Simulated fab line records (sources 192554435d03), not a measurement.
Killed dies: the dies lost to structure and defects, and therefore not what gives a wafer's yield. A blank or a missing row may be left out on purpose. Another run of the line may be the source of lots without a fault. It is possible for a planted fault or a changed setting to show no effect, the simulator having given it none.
Lot-split experiment	flow n5 finfet	39 wafers read across 7 lots, on a route 1938 steps long

SPLIT DETAILS
At N5_BEOL_M6_TRENCH_ETCH_37 (etches SiCOH lowk in C4F6/O2, target depth 94.435 nm, time 31.5 s), the setting target depth a was moved away from the recipe's 944.35 angstrom on 18 of the 39 wafers read, by -53.6% to +21.4%. The other wafers ran this setting at the recipe's value.

FROM THE SPLIT TO THE READING: what the file shows between them, 11 steps
- N5_BEOL_M6_ETCH_41: etches SiCN in CH3F/O2, target depth 29.7 nm, time 52 s
- N5_BEOL_M6_STRIP_80: strips in N2/H2, time 10 s
- N5_BEOL_M6_OCD_MEAS_38
- N5_BEOL_M6_HM_STRIP_39: strips TiN in peroxide tin strip, target depth 25 nm, time 158 s
- N5_BEOL_M6_SRD_40: time 30 s
- N5_BEOL_M6_ECD_50: material Cu, target thk 300 nm
- N5_BEOL_M6_ANNEAL_51: time 90 s
- N5_BEOL_M6_CMP_52: polishes, stops on SiCOH lowk, t overpolish 6.9 s, target thk 80 nm
- N5_BEOL_M6_THK_MEAS_53: measures by xrf
- N5_BEOL_M6_PRE_CLEAN_55: time 15 s
- N5_BEOL_M6_DEP_56: deposits SiCN from 3MS/NH3, target thk 10 nm, time 17.5 s

THE READING
M6_RS in ohm/sq, measured at N5_BEOL_M6_RS_MEAS_57 by four-point-probe. On this fab line, fault-free wafers typically give 0.288 ohm/sq with a standard deviation of 0.0082 ohm/sq.

wafer	tool, chamber at the split	target depth a as run, angstrom	against the recipe	M6_RS, ohm/sq	against lot-mates on the recipe
L074.1	rie diel-06, 3	438.2	-53.6%	1.093	+0.806
L074.2	rie diel-06, 1	944.35	recipe	0.287	-
L074.3	rie diel-06, 0	944.35	recipe	0.281	-
L074.4	rie diel-06, 0	438.2	-53.6%	0.997	+0.710
L074.5	rie diel-06, 1	944.35	recipe	0.294	-
L074.6	rie diel-06, 3	438.2	-53.6%	1.025	+0.738
L080.1	rie diel-01, 2	494.1	-47.7%	0.860	+0.563
L080.2	rie diel-01, 3	494.1	-47.7%	0.787	+0.490
L080.3	rie diel-01, 1	494.1	-47.7%	0.840	+0.543
L080.4	rie diel-01, 0	944.35	recipe	0.292	-
L080.5	rie diel-01, 2	944.35	recipe	0.301	-
L080.6	rie diel-01, 1	944.35	recipe	0.299	-
L085.1	rie diel-06, 1	944.35	recipe	0.293	-
L085.2	rie diel-06, 2	944.35	recipe	0.277	-
L085.3	rie diel-06, 0	944.35	recipe	0.285	-
L088.1	rie diel-01, 2	1146	+21.4%	0.229	-0.058
L088.2	rie diel-01, 3	1146	+21.4%	0.216	-0.071
L088.3	rie diel-01, 0	1146	+21.4%	0.221	-0.066
L088.4	rie diel-01, 2	944.35	recipe	0.295	-
L088.5	rie diel-01, 3	944.35	recipe	0.278	-
L088.6	rie diel-01, 0	944.35	recipe	0.287	-
L087.1	rie diel-06, 2	944.35	recipe	0.285	-
L087.2	rie diel-06, 3	944.35	recipe	0.299	-
L087.3	rie diel-06, 1	452.4	-52.1%	1.024	+0.733
L087.4	rie diel-06, 0	944.35	recipe	0.290	-
L087.5	rie diel-06, 2	452.4	-52.1%	1.009	+0.718
L087.6	rie diel-06, 1	452.4	-52.1%	0.997	+0.706
L089.1	rie diel-06, 1	944.35	recipe	0.299	-
L089.2	rie diel-06, 0	544.4	-42.4%	0.704	+0.409
L089.3	rie diel-06, 3	544.4	-42.4%	0.697	+0.402
L089.4	rie diel-06, 2	544.4	-42.4%	0.724	+0.429
L089.5	rie diel-06, 0	944.35	recipe	0.291	-
L089.6	rie diel-06, 3	944.35	recipe	0.296	-
L093.1	rie diel-04, 0	944.35	recipe	0.284	-
L093.2	rie diel-04, 1	654.4	-30.7%	0.526	+0.239
L093.3	rie diel-04, 3	944.35	recipe	0.291	-
L093.4	rie diel-04, 0	944.35	recipe	0.287	-
L093.5	rie diel-04, 1	654.4	-30.7%	0.514	+0.227
L093.6	rie diel-04, 3	654.4	-30.7%	0.466	+0.179

FIT RESULTS
A straight line over all 39 wafers: M6_RS changes by -0.0113 ohm/sq for each +1% of target depth a; r = -0.96; the points scatter about the line by 0.085 ohm/sq.
The same after taking each lot's own level away (the mean of its wafers on the recipe; 39 wafers): -0.0113 ohm/sq for each +1%; r = -0.96; scatter 0.085 ohm/sq.
According to that fit, moving target depth a by its largest amount changes the reading by 0.6 ohm/sq.
The lots' own levels span 0.2850 to 0.2973 ohm/sq, that is 1.5 times the standard deviation above.
Hence the lot-to-lot level has little effect on the slope; both slopes agree.
Check: with one of the wafers moved furthest among these (-53.6%) left out of the fit, the line predicts +0.606 ohm/sq for it against its lot-mates. It came out at +0.806 ohm/sq against them.

THE WHOLE CHAIN: every reading that the file lists as answering this split, in the file's order
step	what it does	reading	change (the file's fit)	r (the file's)
N5_BEOL_M6_TRENCH_ETCH_37	etches SiCOH lowk in C4F6/O2, target depth 94.435 nm, time 31.5 s	BEOL_M6.feature depth nm (the simulator's own value, which no gauge read)	+0.939 nm for each +1% of the setting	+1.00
N5_BEOL_M6_TRENCH_ETCH_37	etches SiCOH lowk in C4F6/O2, target depth 94.435 nm, time 31.5 s	etch.depth nm (the simulator's own value, which no gauge read)	+0.938 nm for each +1% of the setting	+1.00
N5_BEOL_M6_TRENCH_ETCH_37	etches SiCOH lowk in C4F6/O2, target depth 94.435 nm, time 31.5 s	TiN_of_BEOL_M6_HM_DEP_02.thk nm (the simulator's own value, which no gauge read)	-0.0264 nm for each +1% of the setting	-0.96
N5_BEOL_M6_OCD_MEAS_38		trench depth nm	+0.943 nm for each +1% of the setting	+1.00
N5_BEOL_M6_CMP_52	polishes, stops on SiCOH lowk, t overpolish 6.9 s, target thk 80 nm	Cu_of_BEOL_M6_ECD_50.thk nm (the simulator's own value, which no gauge read)	+0.938 nm for each +1% of the setting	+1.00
N5_BEOL_M6_THK_MEAS_53	measures by xrf	M6_THK	+0.925 for each +1% of the setting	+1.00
N5_BEOL_M6_RS_MEAS_57	measures by four-point-probe	M6_RS	-0.0116 for each +1% of the setting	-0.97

THE FILE'S OWN FIT
M6_RS changes by -0.0116 ohm/sq for each +1% of target depth a, r = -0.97.
